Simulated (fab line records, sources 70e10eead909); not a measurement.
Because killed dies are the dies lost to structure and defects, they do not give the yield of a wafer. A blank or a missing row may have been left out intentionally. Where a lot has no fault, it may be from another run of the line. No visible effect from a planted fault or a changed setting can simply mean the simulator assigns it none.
Chamber matching -- flow nand harc -- 3 sister chambers for NHARC_A_STAIRCASE_DEP_325 on pecvd-03
The step deposits SiO2, target thk 7200 nm. 3 wafers are shown with their chamber, then 8 later ones without.

## WAFERS, EACH WITH ITS CHAMBER
wafer,chamber,heater power w (W)
L297.4,2,543
L297.6,0,659
L298.2,1,657

## WAFERS MISSING THEIR CHAMBER
wafer,heater power w (W)
L298.4,529
L298.6,660
L306.1,714
L306.2,627
L306.6,635
L308.1,725
L308.2,637
L308.5,658

## THE CHAMBER EACH PASSED THROUGH
wafer,from the rows above,in truth
L298.4,2,2
L298.6,can't be placed: 0 or 1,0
L306.1,can't be placed: 0 or 1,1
L306.2,can't be placed: 1 or 0 or 2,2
L306.6,can't be placed: 1 or 0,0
L308.1,can't be placed: 0 or 1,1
L308.2,can't be placed: 1 or 0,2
L308.5,can't be placed: 0 or 1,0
Correctly placed: 1 of 8. From these rows, 7 cannot be placed; in 6 the true chamber is one of the candidates. Wrongly placed: 0.
How it was worked out, from the rows above alone: a wafer's distance from a chamber is the root of the sum, over the readings, of the square of ((its reading less the chamber's mean) divided by the reading's scatter). If the next closest chamber is less than 2 further off than the closest, the wafer can't be placed; otherwise it belongs to the closest. Each chamber's mean is taken over the wafers shown for it. The scatter: with one shown wafer a chamber, the root of the mean of the squares of how far each hidden wafer lies from its nearest shown one.
